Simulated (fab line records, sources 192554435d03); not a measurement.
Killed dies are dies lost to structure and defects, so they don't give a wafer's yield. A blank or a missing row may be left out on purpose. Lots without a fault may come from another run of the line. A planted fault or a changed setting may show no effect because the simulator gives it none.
One fault seen from 2 desks | flow n5_finfet | each desk has only its own numbers; what lay behind them comes last

THE TOOL OWNER'S DESK: pecvd-03
The tool's own readings at N5_BEOL_M5_ILD_DEP_00 (deposits SiCOH lowk from DEMS/porogen, target thk 140.64 nm, time 25.9 s): means of the sampled wafers that have a number, for each lot that ran on this tool. A lot is out of limits, marked OUT, if its mean lies more than 4 standard deviations from the usual mean; the brackets give that distance.
Columns: A = heater_power_w at N5_BEOL_M5_ILD_DEP_00, usual 262 W; B = showerhead_plenum_p_Torr at N5_BEOL_M5_ILD_DEP_00, usual 5.738 Torr; C = showerhead_vpp_V at N5_BEOL_M5_ILD_DEP_00, usual 1391 V; D = throttle_valve_pct at N5_BEOL_M5_ILD_DEP_00, usual 13.7 %
lot  | first seen here | A   | B     | C    | D
L354 | day 8 07:34     | 245 | 5.725 | 1415 | 13.5
L356 | day 9 14:29     | 284 | 5.729 | 1351 | 13.3
L359 | day 10 18:40    | 315 | 5.734 | 1368 | 13.3
L371 | day 12 23:08    | 254 | 5.740 | 1359 | 13.2
L372 | day 13 13:00    | 313 | 5.728 | 1308 | 13.6
This desk's finding: nothing out of limits on any of the 5 lots.

THE DEFECT DESK
What the inspections along the route counted, lot by lot: means of the sampled wafers that have a number. A lot is out of limits, marked OUT, if its mean lies more than 4 standard deviations from the usual mean; the brackets give that distance.
Columns: A = raw_defect_count at N5_BEOL_M5_INSPECT_13, usual 412; B = raw_defect_count at N5_BEOL_M5_INSPECT_30, usual 413
lot  | first seen here | A   | B
L351 | day 7 16:17     | 426 | 433
L354 | day 8 09:04     | 376 | 388
L353 | day 9 04:59     | 371 | 379
L356 | day 9 16:26     | 266 | 282
L361 | day 10 17:17    | 567 | 559
L359 | day 10 20:58    | 435 | 395
L371 | day 13 01:40    | 779 | 775
L372 | day 13 14:47    | 734 | 729
L373 | day 13 18:16    | 295 | 288
L374 | day 13 22:12    | 377 | 350
This desk's finding: nothing out of limits on any of the 10 lots.

PUT TOGETHER
The tool owner's desk saw nothing out of limits.
The defect desk saw nothing out of limits.

WHAT THE SIMULATOR HAD PUT IN
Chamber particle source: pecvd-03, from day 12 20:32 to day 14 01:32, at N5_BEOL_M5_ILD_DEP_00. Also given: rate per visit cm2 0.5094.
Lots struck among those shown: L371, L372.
